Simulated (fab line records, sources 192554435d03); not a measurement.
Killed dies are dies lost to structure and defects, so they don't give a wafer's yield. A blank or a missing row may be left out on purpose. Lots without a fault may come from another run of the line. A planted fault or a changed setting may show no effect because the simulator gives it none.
Problem report in the 8D (eight disciplines) form, filled by code | flow n5_finfet | the parts of the form that need people (team, actions taken, sign-off) are left out

1. THE PROBLEM
head_pressure_psi at N5_GATE_CUT_CMP_23 reads a mean of 2.628 psi on 1 wafer of 1 lot; wafers without a fault read 2.500 psi with a standard deviation of 0.0057. That is +22 standard deviations from the usual mean.
The step: polishes, stops on SiO2, t overpolish 23.4 s, target thk 16 nm.
First seen on wafer L562.3, day 8 09:41, on cmp-03. The record holds 27 wafers of 9 lots with a number at this step. Rule for "out", or "out of limits": more than 4 standard deviations from the usual mean. The other wafers with a number count as sound.

2. WHAT IT IS AND WHAT IT IS NOT
question                    | is                | is not
which readings at this step | head_pressure_psi | overpolish_run_s
which lots                  | L562              | L551, L555, L556, L557, L565, L568, L570, L571
which wafers of those lots  | L562.3            | L562.2, L562.5
read on which tools         | cmp-03            | cmp-01, cmp-02
when                        | from day 8 09:41  | up to then (14 sound wafers); but 12 sound wafers of L565, L568, L570, L571 came after

3. SUSPECTS, AND WHAT RULES EACH OUT
Counting: a tool at a process step up to the reading stays a suspect if it ran every lot that is out. Sound lots after the first of them don't rule it out here, since some wafers of a struck lot are sound.
- rie_diel-04 at N5_GATE_CUT_STRIP_42 (strips in O2): kept. It ran the lot that is out, L562 (day 8 07:34); its last sound lot up to then is L556 (day 6 18:49).
- rie_metal-02 at N5_GATE_CUT_CUT_ETCH_55 (etches HfO2 in BCl3, target depth 3.2 nm): kept. It ran the lot that is out, L562 (day 8 07:50); its last sound lot up to then is L557 (day 6 22:11).
- ald_sin-02 at N5_GATE_CUT_ALD_22 (deposits SiNx, target thk 16 nm, pulse time 1 s, ald cycles 320): kept. It ran the lot that is out, L562 (day 8 08:10).
- cmp-03 at N5_GATE_CUT_CMP_23 (polishes, stops on SiO2, t overpolish 23.4 s, target thk 16 nm): kept. It ran the lot that is out, L562 (day 8 09:41); its last sound lot up to then is L557 (day 6 23:59). Its own readings are out on those wafers: head_pressure_psi.
- Within rie_diel-04 at N5_GATE_CUT_STRIP_42: the wafers that are out ran in chamber 0; their sound lot-mates ran in chambers 2, 3.
- Within cmp-03 at N5_GATE_CUT_CMP_23: the wafers that are out ran in chamber 0; their sound lot-mates ran in chambers 2, 3.
Left after counting: rie_diel-04 at N5_GATE_CUT_STRIP_42, rie_metal-02 at N5_GATE_CUT_CUT_ETCH_55, ald_sin-02 at N5_GATE_CUT_ALD_22, cmp-03 at N5_GATE_CUT_CMP_23.

4. THE CAUSE (what the simulator had put in)
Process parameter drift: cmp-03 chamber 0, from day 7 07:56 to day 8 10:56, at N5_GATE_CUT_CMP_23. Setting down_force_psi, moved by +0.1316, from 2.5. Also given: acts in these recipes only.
Counting left 4 suspects, and this tool is among them.

5. THE CHAIN OF EFFECTS, in route order
Each row: a reading whose mean over the struck wafers that have a number lies more than 3 standard deviations from the usual. Only readings for which the record gives a usual standard deviation are gone through. hours: the time from each lot's start at the first step in this table that gives one to its start at this step, as a median over the lots. sigmas: the change in usual standard deviations.
hours | step               | reading           | usual     | on struck wafers | change | sigmas
0     | N5_GATE_CUT_CMP_23 | head_pressure_psi | 2.500 psi | 2.628            | +0.128 | +22
The process steps in it:
- N5_GATE_CUT_CMP_23: polishes, stops on SiO2, t overpolish 23.4 s, target thk 16 nm.
Later measuring or inspecting steps at which every struck wafer that the step has a row for has a number for every such reading, and none has moved that far: N5_BEOL_M4_RC_MEAS_101.

6. WHAT WOULD HAVE CAUGHT IT SOONER
In this record the first reading out of limits was taken at day 8 09:41, 26 hours after the fault began at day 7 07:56.
